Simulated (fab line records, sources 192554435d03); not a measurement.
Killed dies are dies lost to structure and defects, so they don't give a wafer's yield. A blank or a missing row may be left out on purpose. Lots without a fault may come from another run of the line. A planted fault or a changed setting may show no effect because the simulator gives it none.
A struck lot beside a sound one | flow n5_finfet | 14 steps out of a route of 1938
Sound: wafers L384.2, L384.4, L384.5. Struck: wafer L397.3. (L397.4, L397.5 of the same lot were not struck and are left out.) The cause comes at the end.
At each step with rows: each side's tool, then ch and its chambers, then its first start. Under that, the readings that differ: sound wafers | struck wafers | difference of the means | sigmas: that difference in standard deviations of wafers without a fault.
alike: readings whose means differ by less than 2 such deviations, and words and numbers that are the same on both sides. not compared: withheld readings, readings that some wafer has no value for, bounds like >300 that may hide the same value, and numbers for which the record gives no deviation and whose values overlap.
The two part at a step that has a row with sigmas, a row that says differs or no value, or rows on one side only. Numbers that don't overlap but have no deviation are shown without sigmas and don't part them. A reading that every wafer of one side lacks parts them only if that side has two wafers or more.

N5_START_INSPECT_01: inspects for defects (unpatterned scan).
  sound on defect_inspect-01, day 2 06:02; struck on defect_inspect-01, day 5 12:02
  alike: raw_defect_count
then, 2 steps without rows for these wafers: N5_ZERO_LAYER_PRECLEAN_00 (cleans in SPM, time 600 s); N5_ZERO_LAYER_SRD_01 (time 30 s, dry time 30 s).
N5_ZERO_LAYER_PECVD_02: deposits SiO2 from SiH4/N2O, target thk 10 nm, time 6 s.
  sound on pecvd-01 ch 1,2, day 2 06:17; struck on pecvd-01 ch 0, day 5 12:17
  reading              | sound       | struck | difference | sigmas
  showerhead_vpp_V (V) | 934 984 938 | 1046   | +94        | +3
  alike: heater_power_w, showerhead_plenum_p_Torr
then, 5 steps without rows for these wafers: N5_ZERO_LAYER_HMDS_04 (time 60 s); N5_ZERO_LAYER_COAT_05 (resist thk 1000 nm); N5_ZERO_LAYER_EBR_07; N5_ZERO_LAYER_SOFTBAKE_06 (time 90 s); N5_ZERO_LAYER_EXPOSE_08 (exposes mask ZERO, defocus 0 nm, target cd 2000 nm).
N5_ZERO_LAYER_PEB_09:
  sound on litho_track-01 ch 0, day 2 06:32; struck on litho_track-05 ch 0, day 5 12:31
  not compared: chill_plate_temp_C
then, 2 steps without rows for these wafers: N5_ZERO_LAYER_DEVELOP_10 (develop time 60 s); N5_ZERO_LAYER_HARDBAKE_23 (time 120 s).
N5_ZERO_LAYER_CD_MEAS_11: target cd 2000 nm.
  sound on cd_sem-01 ch 0, day 2 06:39; struck on cd_sem-03 ch 0, day 5 12:38
  reading    | sound                | struck | difference | sigmas
  cd_nm (nm) | 1999.1 2000.7 1996.9 | 1989.1 | -9.8       | -4
N5_ZERO_LAYER_DESCUM_16: chemistry O2, time 7.9 s.
  sound on rie_diel-04 ch 1,2, day 2 06:41; struck on rie_diel-05 ch 1, day 5 12:41
  reading                     | sound          | struck | difference | sigmas
  drypump_motor_current_A (A) | 5.7 5.9 5.9    | 5.1    | -0.7       | -2
  oes_product_au (a.u.)       | 0.71 0.78 0.78 | 0.90   | +0.14      | +2
  alike: rf_vpp_V, showerhead_plenum_p_Torr, throttle_valve_pct
  not compared: rf_hours_counter_h

WHERE THEY PART
First at N5_ZERO_LAYER_PECVD_02; last, within this record, at N5_ZERO_LAYER_DESCUM_16.

WHY: what the simulator had put in
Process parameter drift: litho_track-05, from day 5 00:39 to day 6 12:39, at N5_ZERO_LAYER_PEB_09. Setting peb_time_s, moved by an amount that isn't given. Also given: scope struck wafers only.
